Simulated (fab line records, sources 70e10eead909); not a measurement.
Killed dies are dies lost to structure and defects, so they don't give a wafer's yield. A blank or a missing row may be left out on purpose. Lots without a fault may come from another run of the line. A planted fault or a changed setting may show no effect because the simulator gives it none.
Chamber matching | flow nand_harc | NHARC_P_M1_ETCH_35 on rie_diel-05: 4 sister chambers
The step etches the open film in N2/H2, target depth 40 nm, overetch 12 nm, time 43.94 s. 22 wafers are shown with their chamber, then 11 later ones without.

WAFERS WITH THEIR CHAMBER
wafer  | chamber | showerhead_plenum_p_Torr (Torr) | rf_vpp_V (V) | drypump_motor_current_A (A)
L077.1 | 2       | 1.92                            | 427.1        | 6.0
L077.3 | 3       | 2.21                            | 435.4        | 5.8
L077.5 | 0       | 1.91                            | 427.3        | 5.8
L079.1 | 0       | 1.91                            | 426.5        | 5.7
L079.4 | 3       | 2.21                            | 435.1        | 5.8
L079.5 | 3       | 2.21                            | 434.0        | 5.8
L080.3 | 0       | 1.91                            | 426.4        | 5.8
L080.4 | 1       | 1.94                            | 429.9        | 5.9
L080.5 | 0       | 1.91                            | 427.0        | 5.8
L081.2 | 1       | 1.94                            | 427.9        | 5.9
L081.5 | 1       | 1.94                            | 427.5        | 5.9
L081.6 | 0       | 1.91                            | 425.9        | 5.7
L082.1 | 1       | 1.94                            | 427.7        | 5.8
L082.2 | 0       | 1.91                            | 427.4        | 5.8
L082.6 | 2       | 1.91                            | 427.8        | 5.9
L086.2 | 0       | 1.91                            | 427.6        | 5.8
L086.4 | 3       | 2.21                            | 434.7        | 5.8
L086.6 | 0       | 1.91                            | 426.8        | 5.8
L088.2 | 3       | 2.21                            | 434.8        | 5.8
L088.4 | 0       | 1.91                            | 426.4        | 5.7
L088.5 | 3       | 2.21                            | 433.8        | 5.8
L090.2 | 1       | 1.94                            | 427.0        | 5.9

SIGNATURES (means of the wafers above)
reading                  | chamber 0 | chamber 1 | chamber 2 | chamber 3 | scatter within a chamber
showerhead_plenum_p_Torr | 1.9100    | 1.9400    | 1.9150    | 2.2100    | 0.00167
rf_vpp_V                 | 426.811   | 428.000   | 427.450   | 434.633   | 0.732
drypump_motor_current_A  | 5.767     | 5.880     | 5.950     | 5.800     | 0.0428
Rule: a wafer's distance from a chamber is the root of the sum, over the readings, of the square of ((its reading less the chamber's mean) divided by the reading's scatter). The wafer belongs to the nearest chamber; if the next one is less than 2 further off, it can't be placed. The scatter: the root of (the sum of the squares of (reading less its chamber's mean) over the shown wafers, divided by (wafers less chambers)).

WAFERS WITHOUT THEIR CHAMBER
wafer  | showerhead_plenum_p_Torr (Torr) | rf_vpp_V (V) | drypump_motor_current_A (A)
L090.3 | 2.20                            | 433.9        | 5.8
L090.4 | 1.91                            | 427.5        | 5.8
L093.1 | 1.94                            | 428.1        | 5.9
L093.4 | 1.91                            | 426.4        | 5.8
L093.6 | 1.94                            | 428.2        | 5.9
L094.1 | 2.20                            | 434.9        | 5.8
L094.2 | 1.94                            | 426.9        | 5.9
L094.4 | 1.91                            | 426.7        | 5.8
L095.1 | 1.91                            | 425.5        | 5.9
L095.3 | 1.91                            | 425.3        | 5.7
L095.5 | 1.94                            | 428.1        | 5.9

WHICH CHAMBER EACH WENT THROUGH
wafer  | from the rows above     | in truth
L090.3 | 3                       | 3
L090.4 | 0                       | 0
L093.1 | 1                       | 1
L093.4 | 0                       | 0
L093.6 | 1                       | 1
L094.1 | 3                       | 3
L094.2 | 1                       | 1
L094.4 | 0                       | 0
L095.1 | can't be placed: 0 or 2 | 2
L095.3 | 0                       | 0
L095.5 | 1                       | 1
Placed correctly: 10 of 11. Can't be placed from these rows: 1 (the true chamber is among the candidates in 1). Placed wrongly: 0.
